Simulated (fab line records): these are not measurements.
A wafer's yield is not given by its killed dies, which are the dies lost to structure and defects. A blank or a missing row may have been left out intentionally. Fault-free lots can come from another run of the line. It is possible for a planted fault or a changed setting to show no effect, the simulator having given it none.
Matching of chambers :: flow n5 finfet :: 4 sister chambers for N5_FIN_SAQP_ALD_61 on ald sin-01
The step deposits SiO2, target thk 4 nm, pulse time 1 s, purge time 2 s. 22 wafers are shown with their chamber, then 11 later ones without.

== EACH WAFER AND ITS CHAMBER ==
wafer: L076.2
chamber: 3
heater power w (W): 503
precursor pulse height rel: 0.975
chamber pressure Torr (Torr): 2.001

wafer: L076.5
chamber: 2
heater power w (W): 605
precursor pulse height rel: 1.014
chamber pressure Torr (Torr): 2.004

wafer: L076.6
chamber: 1
heater power w (W): 413
precursor pulse height rel: 1.001
chamber pressure Torr (Torr): 2.005

wafer: L078.1
chamber: 0
heater power w (W): 539
precursor pulse height rel: 1.019
chamber pressure Torr (Torr): 2.002

wafer: L078.4
chamber: 1
heater power w (W): 409
precursor pulse height rel: 0.976
chamber pressure Torr (Torr): 1.999

wafer: L078.6
chamber: 2
heater power w (W): 601
precursor pulse height rel: 1.010
chamber pressure Torr (Torr): 1.995

wafer: L079.2
chamber: 2
heater power w (W): 611
precursor pulse height rel: 0.982
chamber pressure Torr (Torr): 2.008

wafer: L079.3
chamber: 1
heater power w (W): 408
precursor pulse height rel: 0.976
chamber pressure Torr (Torr): 2.001

wafer: L079.4
chamber: 0
heater power w (W): 526
precursor pulse height rel: 1.012
chamber pressure Torr (Torr): 1.998

wafer: L082.1
chamber: 2
heater power w (W): 586
precursor pulse height rel: 1.025
chamber pressure Torr (Torr): 1.997

wafer: L082.3
chamber: 3
heater power w (W): 490
precursor pulse height rel: 1.004
chamber pressure Torr (Torr): 1.994

wafer: L082.6
chamber: 1
heater power w (W): 401
precursor pulse height rel: 1.016
chamber pressure Torr (Torr): 2.007

wafer: L083.1
chamber: 2
heater power w (W): 610
precursor pulse height rel: 1.021
chamber pressure Torr (Torr): 2.000

wafer: L083.2
chamber: 1
heater power w (W): 401
precursor pulse height rel: 1.030
chamber pressure Torr (Torr): 2.002

wafer: L083.5
chamber: 1
heater power w (W): 395
precursor pulse height rel: 1.017
chamber pressure Torr (Torr): 1.995

wafer: L087.1
chamber: 0
heater power w (W): 517
precursor pulse height rel: 1.006
chamber pressure Torr (Torr): 1.998

wafer: L087.2
chamber: 3
heater power w (W): 510
precursor pulse height rel: 0.993
chamber pressure Torr (Torr): 2.000

wafer: L087.6
chamber: 1
heater power w (W): 407
precursor pulse height rel: 1.001
chamber pressure Torr (Torr): 2.000

wafer: L090.2
chamber: 1
heater power w (W): 404
precursor pulse height rel: 0.983
chamber pressure Torr (Torr): 2.003

wafer: L090.3
chamber: 2
heater power w (W): 595
precursor pulse height rel: 0.999
chamber pressure Torr (Torr): 2.005

wafer: L090.6
chamber: 3
heater power w (W): 503
precursor pulse height rel: 1.007
chamber pressure Torr (Torr): 1.997

wafer: L091.3
chamber: 0
heater power w (W): 514
precursor pulse height rel: 1.017
chamber pressure Torr (Torr): 2.002

SIGNATURES (averages over the wafers above)
reading: heater power w
chamber 0: 524.00
chamber 1: 404.75
chamber 2: 601.33
chamber 3: 501.50
scatter within a chamber: 8.4

reading: precursor pulse height rel
chamber 0: 1.01350
chamber 1: 1.00000
chamber 2: 1.00850
chamber 3: 0.99475
scatter within a chamber: 0.0165

reading: chamber pressure Torr
chamber 0: 2.00000
chamber 1: 2.00150
chamber 2: 2.00150
chamber 3: 1.99800
scatter within a chamber: 0.00386
Rule: for a wafer and a chamber, the distance is found by dividing, reading by reading, the gap between the wafer's reading and the chamber's mean by the reading's scatter, squaring, summing and taking the root. If the next closest chamber is less than 2 further off than the closest, the wafer can't be placed; otherwise it belongs to the closest. The scatter is the square root of a quotient: the sum, over the shown wafers, of each reading's squared deviation from its chamber's mean, divided by wafers minus chambers.

== WAFERS WHOSE CHAMBER IS MISSING ==
wafer: L091.4
heater power w (W): 625
precursor pulse height rel: 1.017
chamber pressure Torr (Torr): 2.002

wafer: L091.6
heater power w (W): 530
precursor pulse height rel: 1.018
chamber pressure Torr (Torr): 1.997

wafer: L093.1
heater power w (W): 524
precursor pulse height rel: 0.988
chamber pressure Torr (Torr): 2.003

wafer: L093.3
heater power w (W): 610
precursor pulse height rel: 1.007
chamber pressure Torr (Torr): 2.001

wafer: L093.6
heater power w (W): 519
precursor pulse height rel: 0.999
chamber pressure Torr (Torr): 1.998

wafer: L095.1
heater power w (W): 414
precursor pulse height rel: 1.012
chamber pressure Torr (Torr): 1.994

wafer: L095.3
heater power w (W): 501
precursor pulse height rel: 0.995
chamber pressure Torr (Torr): 2.002

wafer: L095.6
heater power w (W): 617
precursor pulse height rel: 0.963
chamber pressure Torr (Torr): 2.008

wafer: L097.2
heater power w (W): 507
precursor pulse height rel: 1.011
chamber pressure Torr (Torr): 1.995

wafer: L097.3
heater power w (W): 414
precursor pulse height rel: 0.976
chamber pressure Torr (Torr): 2.001

wafer: L097.6
heater power w (W): 521
precursor pulse height rel: 1.030
chamber pressure Torr (Torr): 2.001

== WHICH CHAMBER EACH ONE RAN IN ==
wafer: L091.4
from the rows above: 2
in truth: 2

wafer: L091.6
from the rows above: 0
in truth: 0

wafer: L093.1
from the rows above: can't be placed: 0 or 3
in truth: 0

wafer: L093.3
from the rows above: 2
in truth: 2

wafer: L093.6
from the rows above: can't be placed: 0 or 3
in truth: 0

wafer: L095.1
from the rows above: 1
in truth: 1

wafer: L095.3
from the rows above: can't be placed: 3 or 0
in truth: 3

wafer: L095.6
from the rows above: 2
in truth: 2

wafer: L097.2
from the rows above: can't be placed: 3 or 0
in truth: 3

wafer: L097.3
from the rows above: 1
in truth: 1

wafer: L097.6
from the rows above: 0
in truth: 0
7 of 11 placed correctly. From these rows, 4 cannot be placed; in 4 the true chamber is one of the candidates. Placed wrongly: 0.
